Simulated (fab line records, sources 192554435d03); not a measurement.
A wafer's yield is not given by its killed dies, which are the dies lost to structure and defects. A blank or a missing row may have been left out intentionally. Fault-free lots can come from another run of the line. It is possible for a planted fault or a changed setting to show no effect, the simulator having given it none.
Chamber matching | flow n5 finfet | pecvd-02 running N5_BEOL_M4_DEP_57: 3 sister chambers
The step deposits SiCN from 3MS/NH3, target thk 8 nm, time 14 s. 3 wafers are shown with their chamber, then 12 later ones without.

## WAFERS WITH THEIR CHAMBER
wafer  | chamber | throttle valve pct (%)
L085.4 | 1       | 8.3
L085.5 | 0       | 8.8
L085.6 | 2       | 8.5

## WAFERS WHOSE CHAMBER IS MISSING
wafer  | throttle valve pct (%)
L090.2 | 9.4
L090.3 | 8.4
L090.5 | 8.8
L095.3 | 8.4
L095.5 | 8.6
L095.6 | 9.1
L096.2 | 8.6
L096.3 | 8.3
L096.5 | 9.1
L097.2 | 8.3
L097.4 | 8.6
L097.5 | 9.0

## WHICH CHAMBER EACH ONE RAN IN
wafer  | from the rows above          | in truth
L090.2 | can't be placed: 0 or 2      | 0
L090.3 | can't be placed: 1 or 2 or 0 | 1
L090.5 | can't be placed: 0 or 2      | 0
L095.3 | can't be placed: 1 or 2 or 0 | 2
L095.5 | can't be placed: 2 or 0 or 1 | 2
L095.6 | can't be placed: 0 or 2      | 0
L096.2 | can't be placed: 2 or 0 or 1 | 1
L096.3 | can't be placed: 1 or 2      | 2
L096.5 | can't be placed: 0 or 2      | 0
L097.2 | can't be placed: 1 or 2      | 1
L097.4 | can't be placed: 2 or 0 or 1 | 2
L097.5 | can't be placed: 0 or 2      | 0
Correctly placed: 0 of 12. These rows do not allow placing 12 (true chamber among the candidates in 12). 0 placed wrongly.
How it was worked out, from the rows above alone: a wafer's distance from a chamber is the root of the sum, over the readings, of the square of ((its reading less the chamber's mean) divided by the reading's scatter). If the next closest chamber is less than 2 further off than the closest, the wafer can't be placed; otherwise it belongs to the closest. Each chamber's mean is taken over the wafers shown for it. The scatter: root of mean squared gap, hidden wafer to nearest shown wafer, with one shown wafer a chamber.
